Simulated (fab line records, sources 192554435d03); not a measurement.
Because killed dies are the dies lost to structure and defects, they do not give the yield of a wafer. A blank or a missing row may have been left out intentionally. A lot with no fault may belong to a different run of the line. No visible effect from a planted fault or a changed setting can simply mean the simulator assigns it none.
Comparing a struck lot with a sound one	flow n5Finfet	40 out of 1938 route steps
Sound: the wafers L537.2, L537.3, L537.5. Wafers struck: L557.3, L557.4, L557.6. The cause is given at the end.
For every step that has rows: the tool of each side, followed by ch and its chambers, followed by its first start. Under that, the readings that differ: sound wafers	struck wafers	difference of the means	sigmas: that difference in standard deviations of wafers without a fault.
alike: words and numbers the same on both sides, and readings whose means are apart by under 2 such deviations; not compared: readings that were withheld, readings missing a value for some wafer, numbers with overlapping values and no deviation given by the record, and bounds like >300 which may hide the same value.
Wherever a step has rows on one side only, a row that says differs or no value, or a row with sigmas, the two part there. Numbers that don't overlap but have no deviation are shown without sigmas and don't part them. Lack of a reading on every wafer of one side parts them only where that side has two or more wafers.

first, 7 steps without rows for these wafers: N5_HKMG_FIN_STRIP_34 (strips in CF4); N5_HKMG_FIN_ETCH_35 (etches SOC in N2/H2, target depth 215.8 nm, time 243.4 s); N5_HKMG_FIN_STRIP_92 (strips SOC in N2/H2, time 20 s); N5_HKMG_FIN_WET_ETCH_18 (etches TiN in SC1, time 55 s, target depth 5.2 nm, rinse time 30 s); N5_HKMG_FIN_STRIP_19 (strips in N2/H2, time 360 s); N5_HKMG_FIN_ALD_91 (deposits TiN, target thk 1 nm, pulse time 1 s, purge time 3 s); N5_HKMG_FIN_COAT_85 (time 60 s, resist thk 300 nm).
N5_HKMG_FIN_ETCH_86: etches SOC in N2/H2, stops on TiN, target depth 393.2 nm.
  sound on rieDiel-04 ch 2,3, day 4 10:28; struck on rieDiel-04 ch 1,3, day 9 13:52
  alike: drypumpMotorCurrentA, oesProductAu, rfVppV, showerheadPlenumPTorr, throttleValvePct
  not compared: rfHoursCounterH
then, 4 steps without rows for these wafers: N5_HKMG_FIN_STRIP_89 (strips SOC in N2/H2, time 20 s); N5_HKMG_FIN_WET_ETCH_87 (etches TiN in SC1, time 154.2 s, target depth 4.7 nm, rinse time 30 s); N5_HKMG_FIN_STRIP_88 (strips in N2/H2, time 360 s); N5_HKMG_FIN_NWFM_ALD_20 (deposits TiAlC, target thk 2 nm, pulse time 3 s, purge time 2 s).
N5_HKMG_FIN_ALD_71: deposits TiN, target thk 1 nm, pulse time 1 s, purge time 3 s.
  sound on aldMetal-02 ch 0,2, day 4 11:12; struck on aldMetal-04 ch 0,3, day 9 14:36
  alike: heaterPowerW, precursorPulseHeightRel
  not compared: sinceWetCleanH
then, 4 steps without rows for these wafers: N5_HKMG_FIN_COAT_66 (time 60 s, resist thk 300 nm); N5_HKMG_FIN_ETCH_67 (etches SOC in N2/H2, stops on TiN, target depth 388.9 nm); N5_HKMG_FIN_STRIP_90 (strips SOC in N2/H2, time 20 s); N5_HKMG_FIN_WET_ETCH_73 (etches the open film in SC1, time 42.3 s, target depth 1.3 nm, rinse time 30 s).
N5_HKMG_FIN_ETCHBACK_68: etches the open film in Cl2/Ar, stops on HfO2, target depth 0.5 nm.
  sound on rieMetal-03 ch 0,1, day 4 11:46; struck on rieMetal-01 ch 0,1, day 9 15:14
  alike: drypumpMotorCurrentA, oesProductAu, throttleValvePct
  not compared: rfHoursCounterH
then, 8 steps without rows for these wafers: N5_HKMG_FIN_STRIP_69 (strips in N2/H2, time 360 s); N5_HKMG_FIN_ALD_21 (deposits TiN, target thk 1.5 nm, pulse time 1 s, purge time 3 s); N5_HKMG_FIN_ALD_72 (deposits W, target thk 2 nm, pulse time 1 s, purge time 2 s); N5_HKMG_FIN_W_FILL_22 (material W, target thk 60 nm, time 18.2 s); N5_HKMG_FIN_PRECLEAN_83 (cleans in DIW, time 57.5 s); N5_HKMG_FIN_SRD_84 (dry time 32 s); N5_HKMG_FIN_CMP_23 (polishes, stops on SiNx, t overpolish 10 s, target thk 46.326 nm); N5_HKMG_FIN_CMP_94 (polishes, stops on SiNx, t overpolish 4.7 s, target thk 43.299 nm).
N5_GATE_CUT_ETCHBACK_00: etches W in SF6/Cl2.
  sound on rieMetal-02 ch 0,1, day 4 13:34; struck on rieMetal-02 ch 0,1, day 9 17:17
  alike: drypumpMotorCurrentA, oesProductAu, throttleValvePct
  not compared: rfHoursCounterH
then, 7 steps without rows for these wafers: N5_GATE_CUT_ETCH_56 (etches TiN in Cl2/Ar, target depth 21.6 nm); N5_GATE_CUT_ETCHBACK_30 (etches TiN in Cl2/Ar, target depth 3 nm); N5_GATE_CUT_VAPOR_ETCH_60 (etches HfO2 in BCl3/Cl2); N5_GATE_CUT_ETCH_58 (etches SiNx in CH3F/O2, target depth 17 nm, time 128.6 s); N5_GATE_CUT_STRIP_59 (strips in N2/H2, time 20 s); N5_GATE_CUT_PRECLEAN_31 (cleans in DIW, time 300 s); N5_GATE_CUT_SRD_32 (time 30 s).
N5_GATE_CUT_SAC_CAP_01: material SiNx, target thk 24 nm, pulse time 1 s, ald cycles 480.
  sound on aldSin-03 ch 0,2,3, day 4 14:13; struck on aldSin-01 ch 1,2,3, day 9 17:54
  alike: heaterPowerW, precursorPulseHeightRel
  not compared: sinceWetCleanH
N5_GATE_CUT_PECVD_57: deposits SiNx from SiH4/NH3/N2, target thk 21 nm.
  sound on pecvd-02 ch 1,2, day 4 16:25; struck on pecvd-02 ch 0,1, day 9 20:07
reading	sound	struck	difference	sigmas
heaterPowerW (W)	730 867 845	687 639 637	-160	-2
  alike: showerheadPlenumPTorr, throttleValvePct
  not compared: sinceWetCleanH
then, 3 steps without rows for these wafers: N5_GATE_CUT_CMP_02 (polishes, stops on SiO2, t overpolish 12.7 s, target thk 0 nm); N5_GATE_CUT_HM_DEP_46 (deposits SiO2 from TEOS/O2, target thk 130 nm, time 26.6 s); N5_GATE_CUT_COAT_34 (time 60 s, resist thk 60 nm).
-- here the record skips 9 days between the struck wafers' starts before and after, leaving off in module GATE_CUT and picking up in module PASSIVATION (first step shown: number 1936 of the route) --
N5_PASSIVATION_PROBE_49:
  sound on prober-02 at day 13 06:23; struck on prober-01 at day 18 11:06
reading	sound	struck	difference	sigmas
killedAtFrontEnd	37 28 31	125 133 118	+93	+8
killedDies	94 86 88	175 202 190	+100	+6
  alike: killed_at_M0_to_M3, killed_at_M4_up, killedAtContacts, killedAtOther, killedOpen, killedShort

== WHERE THEY PART ==
Earliest at N5_GATE_CUT_PECVD_57; latest, in this record, at N5_PASSIVATION_PROBE_49.

WHY: what had been put in by the simulator
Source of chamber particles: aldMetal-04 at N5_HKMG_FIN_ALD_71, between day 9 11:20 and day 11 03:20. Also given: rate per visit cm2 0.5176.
